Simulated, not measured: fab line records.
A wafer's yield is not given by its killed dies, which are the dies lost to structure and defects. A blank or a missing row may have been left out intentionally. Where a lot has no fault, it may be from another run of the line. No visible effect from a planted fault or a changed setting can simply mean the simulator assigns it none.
fab line records	flow nand_harc
record: lots: 13	wafers: 39	last_day: 24
route steps=1159 shown A_SGD_CUT@747 THIN_TSV@1124 END@1159
lots with no fault: from the same line, run without faults
start_h: hours from the record's opening day to when the first of the lot's shown wafers began	wait_h: how many hours have passed since the lot's step before this one	" same as the row above	L1.1+2: one row covering several wafers at once	- no value present, or no start provided	* or withheld: withheld	< > ~ a bound
route shown NAME@n: a module of which the file shows steps, and the number in the route of the first	usual: the fault-free wafers' mean and standard deviation	same: alike in all rows	chamber/n: place in a boat	sites: per-site readings	_std_site: the values' standard deviation	_edge_site: the outer-site mean with the inner-site mean subtracted	radius_mm: how far each site lies from the wafer's centre	mask NAME#n: copy n	behind: tool/chamber where the wafer was last shaped	hold: cause of the lot's hold/its duration in hours/its outcome	device: names the non-switching transistor (n, p or np)	end of line: the same wafers' tests at the end of the route	a step given without rows: its recipe and nothing more	killed: not the wafer's yield, but the dies lost to structure and defects at the first sort	map: a wafer's dies, x killed, . not, _ none there
set.NAME: the setting as run; set.NAME@STEP: as run at that earlier step	model.NAME: the simulator's own value behind a step, which no gauge read
the route's steps for a sample of lots (tables are steps, rows are wafers)
services: when a tool's chamber went out of use (start_h, in hours from the record's first day, below 0 if earlier), for how many hours, and the reason
== steps ==
step: NHARC_A_SGD_CUT_DEP_00
recipe: target_thk_a: 500	temp_c: 400	target_thk_nm: 50	flow_sccm: 200	rf_w: 450	material: SiNx
usual: heater_power_w: 650/120
lot.wafer	tool	chamber	start_h	wait_h	heater_power_w
L954.2	pecvd-03	2	291.49	0.3	508
L954.4	"	0	"	"	690
L954.6	"	1	"	"	801
L956.1	pecvd-04	1	318.31	0.1	567
L956.2	"	2	"	"	939
L956.6	"	1	"	"	571
L955.3	pecvd-04	1	318.66	0.1	616
L955.1	"	2	"	"	900
L955.6	"	2	"	"	933
L959.1	pecvd-04	2	327.15	0.2	939
L959.6	"	1	"	"	654
L959.4	"	0	"	"	678
L967.1	pecvd-01	0	375.56	0.1	725
L967.6	"	0	"	"	729
L967.5	"	1	"	"	680
L969.2	pecvd-03	0	395.88	0.3	715
L969.5	"	1	"	"	772
L969.6	"	2	"	"	562
L968.3	pecvd-03	2	396.47	0.1	513
L968.1	"	0	"	"	818
L968.6	"	1	"	"	652
L971.2	pecvd-01	1	401.67	0.1	698
L971.4	"	2	"	"	519
L971.6	"	1	"	"	716
L970.2	pecvd-01	1	405.81	0.1	657
L970.5	"	1	"	"	661
L970.4	"	0	"	"	725
L973.2	pecvd-01	1	431.40	0.1	726
L973.1	"	2	"	"	529
L973.6	"	2	"	"	550
L975.1	pecvd-01	1	431.88	0.2	757
L975.3	"	2	"	"	501
L975.6	"	2	"	"	506
L976.1	pecvd-01	1	438.09	0.1	772
L976.4	"	2	"	"	493
L976.5	"	0	"	"	688
L977.3	pecvd-04	0	443.83	0.1	616
L977.4	"	2	"	"	807
L977.6	"	0	"	"	609
step: NHARC_THIN_TSV_DEP_47
recipe: target_thk_a: 2000	temp_c: withheld	pressure_torr: 6.5	rf_w: 900	teos_flow_sccm: 161.4	flow_sccm: 2650	target_thk_nm: 200	gas: O2	material: SiO2
usual: throttle_valve_pct: 16.1/0.43
lot.wafer	tool	chamber	start_h	wait_h	throttle_valve_pct
L954.2	pecvd-03	0	418.62	-	16.5
L954.6	"	2	"	"	16.3
L954.4	"	0	"	"	16.3
L956.2	pecvd-02	2	433.28	-	16.4
L956.1	"	0	"	"	16.0
L956.6	"	1	"	"	16.0
L955.3	pecvd-01	2	434.53	-	15.3
L955.1	"	0	"	"	16.3
L955.6	"	0	"	"	16.0
L959.1	pecvd-02	2	435.73	-	16.5
L959.6	"	1	"	"	16.1
L967.1	pecvd-01	0	489.85	-	16.3
L967.5	"	0	"	"	16.1
L967.6	"	1	"	"	16.4
L968.3	pecvd-03	1	518.32	-	15.7
L968.1	"	2	"	"	16.4
L968.6	"	0	"	"	16.7
L969.2	pecvd-03	1	520.87	-	15.8
L969.6	"	2	"	"	16.7
L969.5	"	1	"	"	16.0
L971.2	pecvd-03	0	527.57	-	16.2
L971.6	"	1	"	"	15.9
L971.4	"	0	"	"	16.2
L970.2	pecvd-01	1	528.55	-	16.6
L970.4	"	2	"	"	15.4
L970.5	"	0	"	"	16.4
L975.1	pecvd-01	0	542.97	-	16.3
L975.3	"	1	"	"	16.7
L975.6	"	0	"	"	16.4
L973.2	pecvd-01	2	553.67	-	15.4
L973.1	"	0	"	"	16.4
L973.6	"	2	"	"	15.3
L977.3	pecvd-02	0	561.70	-	15.7
L977.6	"	1	"	"	15.8
L977.4	"	2	"	"	16.7
L976.1	pecvd-02	2	562.79	-	16.3
L976.4	"	2	"	"	16.7
L976.5	"	1	"	"	15.9
step: NHARC_THIN_TSV_CMP_21
recipe: t_overpolish_s: 30	target_thk_nm: 2000
usual: motor_current_A: 12.2/0.73	overpolish_run_s: 29.999/0.0082
lot.wafer	tool	chamber	start_h	wait_h	motor_current_A	overpolish_run_s
L954.2	cmp-04	2	421.10	-	11.2	29.996
L954.4	"	0	"	"	12.6	30.009
L954.6	"	3	"	"	11.4	29.994
L956.1	cmp-04	1	435.78	-	12.0	29.997
L956.2	"	2	"	"	11.3	29.997
L956.6	"	2	"	"	12.4	29.999
L955.1	cmp-02	1	437.04	-	12.4	29.995
L955.3	"	3	"	"	11.9	30.004
L955.6	"	2	"	"	13.5	29.995
L959.1	cmp-04	2	438.33	-	11.8	30.001
L959.6	"	1	"	"	12.4	30.005
L967.1	cmp-04	2	492.38	-	11.8	29.993
L967.5	"	1	"	"	11.7	29.987
L967.6	"	2	"	"	11.7	29.995
L968.3	cmp-04	1	520.84	-	11.8	29.998
L968.1	"	2	"	"	11.9	30.015
L968.6	"	1	"	"	11.3	30.007
L969.2	cmp-04	2	523.96	-	11.4	30.013
L969.5	"	0	"	"	12.7	29.995
L969.6	"	1	"	"	11.6	30.000
L971.4	cmp-03	0	530.05	-	12.0	30.006
L971.2	"	1	"	"	11.4	29.995
L971.6	"	0	"	"	12.6	29.992
L970.4	cmp-04	0	531.01	-	13.5	29.988
L970.2	"	1	"	"	11.7	29.995
L970.5	"	0	"	"	12.4	30.006
L975.3	cmp-02	0	546.58	-	11.5	30.007
L975.1	"	2	"	"	13.8	30.005
L975.6	"	0	"	"	11.5	30.008
L973.1	cmp-04	2	556.16	-	11.8	29.999
L973.2	"	1	"	"	12.1	30.010
L973.6	"	2	"	"	11.4	30.017
L977.3	cmp-03	2	564.18	-	12.2	30.003
L977.4	"	3	"	"	12.8	29.992
L977.6	"	2	"	"	13.2	30.004
L976.4	cmp-02	2	565.25	-	13.2	29.999
L976.1	"	0	"	"	11.4	30.010
L976.5	"	3	"	"	12.9	29.985
step: NHARC_THIN_TSV_DESCUM_35
recipe: time_s: 3	o2_flow_sccm: 200	ar_flow_sccm: 0	bias_power_w: 0	chemistry: O2
usual: drypump_motor_current_A: 5.8/0.53	oes_product_au: 1.000/0.015	rf_vpp_V: 57.9/0.87	showerhead_plenum_p_Torr: 1.95/0.067	throttle_valve_pct: 11.312/0.0093
lot.wafer	tool	chamber	start_h	wait_h	drypump_motor_current_A	oes_product_au	rf_hours_counter_h	rf_vpp_V	showerhead_plenum_p_Torr	throttle_valve_pct
L954.2	rie_diel-01	0	422.86	-	6.0	0.964	9	58.1	1.96	11.309
L954.4	"	3	"	"	5.4	1.016	9	58.1	1.86	11.308
L954.6	"	1	"	"	6.3	0.990	-	59.1	2.04	11.308
L956.1	rie_diel-02	2	437.42	-	6.2	0.986	11	57.0	1.95	11.325
L956.2	"	0	"	"	5.9	1.008	8	57.4	1.82	11.299
L956.6	"	1	"	"	5.0	1.002	-	57.1	1.96	11.314
L955.3	rie_diel-02	0	438.68	-	5.9	1.013	8	56.8	1.82	11.321
L955.1	"	1	"	"	5.0	1.002	10	58.0	1.96	11.296
L955.6	"	3	"	"	5.5	1.005	-	58.3	2.04	11.323
L959.1	rie_diel-02	3	439.95	-	5.5	0.992	10	58.5	2.04	11.305
L959.6	"	0	"	"	5.9	1.013	-	56.2	1.82	11.317
L967.1	rie_diel-02	0	494.15	-	5.9	0.996	15	58.3	1.82	11.296
L967.5	"	1	"	"	5.0	1.012	-	58.0	1.96	11.332
L967.6	"	2	"	"	6.2	0.987	-	56.9	1.95	11.311
L968.3	rie_diel-01	3	522.51	-	5.4	1.005	2	56.1	1.86	11.317
L968.1	"	1	"	"	6.3	0.984	2	57.1	2.04	11.312
L968.6	"	3	"	"	5.4	0.996	-	58.0	1.86	11.313
L969.2	rie_diel-01	0	525.56	-	6.0	0.995	2	57.9	1.96	11.328
L969.6	"	3	"	"	5.4	0.985	-	58.1	1.86	11.317
L969.5	"	0	"	"	6.0	0.991	-	56.3	1.96	11.312
L971.2	rie_diel-11	2	531.70	-	6.5	1.017	10	58.3	1.94	11.307
L971.6	"	2	"	"	6.5	1.017	-	58.8	1.94	11.299
L971.4	"	3	"	"	6.6	0.973	-	57.7	1.96	11.318
L970.4	rie_diel-01	3	532.65	-	5.4	1.005	3	57.1	1.86	11.323
L970.2	"	1	"	"	6.3	0.985	3	57.8	2.03	11.322
L970.5	"	3	"	"	5.4	1.008	-	57.0	1.86	11.316
L975.3	rie_diel-02	2	548.21	-	6.2	0.989	4	57.9	1.95	11.308
L975.1	"	3	"	"	5.5	0.979	4	57.9	2.04	11.322
L975.6	"	2	"	"	6.2	0.981	-	56.7	1.95	11.299
L973.2	rie_diel-01	0	557.91	-	6.0	0.995	4	57.8	1.96	11.304
L973.1	"	2	"	"	6.5	1.018	4	58.9	1.94	11.313
L973.6	"	1	"	"	6.3	0.983	-	58.4	2.03	11.313
L977.4	rie_diel-01	3	565.84	-	5.4	1.012	6	58.6	1.86	11.299
L977.3	"	1	"	"	6.3	0.997	5	59.5	2.03	11.325
L977.6	"	2	"	"	6.5	1.012	-	59.5	1.94	11.304
L976.1	rie_diel-11	3	567.03	-	6.6	0.981	1	57.3	1.96	11.296
L976.4	"	0	"	"	4.9	0.997	1	57.6	2.03	11.312
L976.5	"	0	"	"	4.9	0.996	-	59.1	2.03	11.317
step: NHARC_END_SORT_01
recipe: temp_c: 25
usual: killed_at_array: 25/7.8	killed_at_other: 0.6/0.81	killed_at_periphery: 3.3/2.2	killed_dies: 29/8.2	killed_open: 3.5/1.9	killed_short: 1.8/1.3
same: gross_dies: 677
lot.wafer	tool	chamber	start_h	wait_h	killed_at_array	killed_at_other	killed_at_periphery	killed_dies	killed_open	killed_short
L959.1	prober-02	0	446.22	2.5	26	0	1	27	3	0
L959.4	prober-02	0	448.62	3.4	672	0	5	677	4	0
L959.6	prober-02	0	450.22	4.0	19	1	2	22	1	1
killed by level:class
L959.1 A_CHANNEL_HOLE_D1:chamber_film_flake=16 A_STAIRCASE:chamber_film_flake=4 A_SGD_CUT:chamber_film_flake=3 P_M0:geometric_particle:open=1 A_CHANNEL_FILL_D1:geometric_particle:open=1 A_M0:geometric_particle:open=1 A_ZERO_WELL:chamber_film_flake=1
L959.4 A_SGD_CUT:area_dep=654 A_CHANNEL_HOLE_D1:chamber_film_flake=11 P_STI:chamber_film_flake=2 A_ZERO_WELL:chamber_film_flake=2 P_CONTACT:geometric_particle:open=1 A_ONON_D1:geometric_particle:open=1 A_SGD_CUT:geometric_particle:open=1 A_BLC:geometric_particle:open=1
L959.6 A_CHANNEL_HOLE_D1:chamber_film_flake=10 A_ZERO_WELL:chamber_film_flake=3 A_SGD_CUT:chamber_film_flake=3 P_CONTACT:geometric_particle:open=1 A_WL_FILL:geometric_particle:short=1 P_CONTACT:chamber_film_flake=1 A_STAIRCASE:chamber_film_flake=1 A_CONTACT:chamber_film_flake=1
== services ==
tool	chamber	start_h	hours	kind
rie_diel-02	2	277.86	7.2	repair
rie_diel-01	3	283.11	7.3	repair
pecvd-03	-	292.00	13.0	pm
cmp-04	-	301.20	4.0	pm
pecvd-04	1	311.44	4.9	repair
rie_diel-01	-	314.80	9.0	pm
cmp-04	-	323.61	3.4	repair
rie_diel-01	-	324.20	1.0	repair
rie_diel-02	-	327.88	9.0	pm
rie_diel-02	0	363.97	4.9	repair
pecvd-01	-	395.33	1.6	repair
cmp-04	-	399.20	4.0	pm
cmp-04	-	415.56	2.7	repair
pecvd-01	-	418.24	13.0	pm
cmp-04	-	435.05	0.7	repair
rie_diel-01	3	439.60	5.3	repair
pecvd-03	-	473.00	13.0	pm
rie_diel-01	-	491.80	9.0	pm
cmp-04	-	497.20	4.0	pm
rie_diel-02	-	504.88	9.0	pm
cmp-04	-	519.64	0.4	repair
rie_diel-01	0	535.26	5.5	repair
rie_diel-02	3	552.42	4.7	repair
rie_diel-02	0	552.71	7.3	repair
== key ==
first_sign: step: NHARC_END_SORT_01	reading: killed_at_array	direction: up	sigmas: 83	usual: 25	struck: 672
effect: step: NHARC_END_SORT_01	reading: killed_dies	direction: up	sigmas: 79	usual: 29	struck: 677
more_kills_born_at: NHARC_A_SGD_CUT_DEP_00@pecvd-04: 654
met_at NHARC_A_SGD_CUT_DEP_00
struck_lots L959
struck_wafers L959.4
later_rows_left_out L959.4
tester_left_out L959
not_acting_at NHARC_THIN_TSV_DEP_47,NHARC_THIN_TSV_CMP_21,NHARC_THIN_TSV_DESCUM_35
fault: kind: process_parameter_drift	tool: pecvd-04	chamber: 0	onset_h: 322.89	steps: NHARC_A_SGD_CUT_DEP_00	channel: target_thk_a	offset: *	shape: step	end_h: 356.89	acts_in: *	stated: *
tester_left_out: of these lots the tester's yield and bins aren't shown, on N5 and GAA mostly nor the transistor test; their killed dies are dies lost to structure and defects alone, not to doping, threshold or leakage, so they don't give the yield
later_rows_left_out: the simulator's readings of these wafers behind a module that went badly wrong aren't trusted and aren't shown, but for the sort
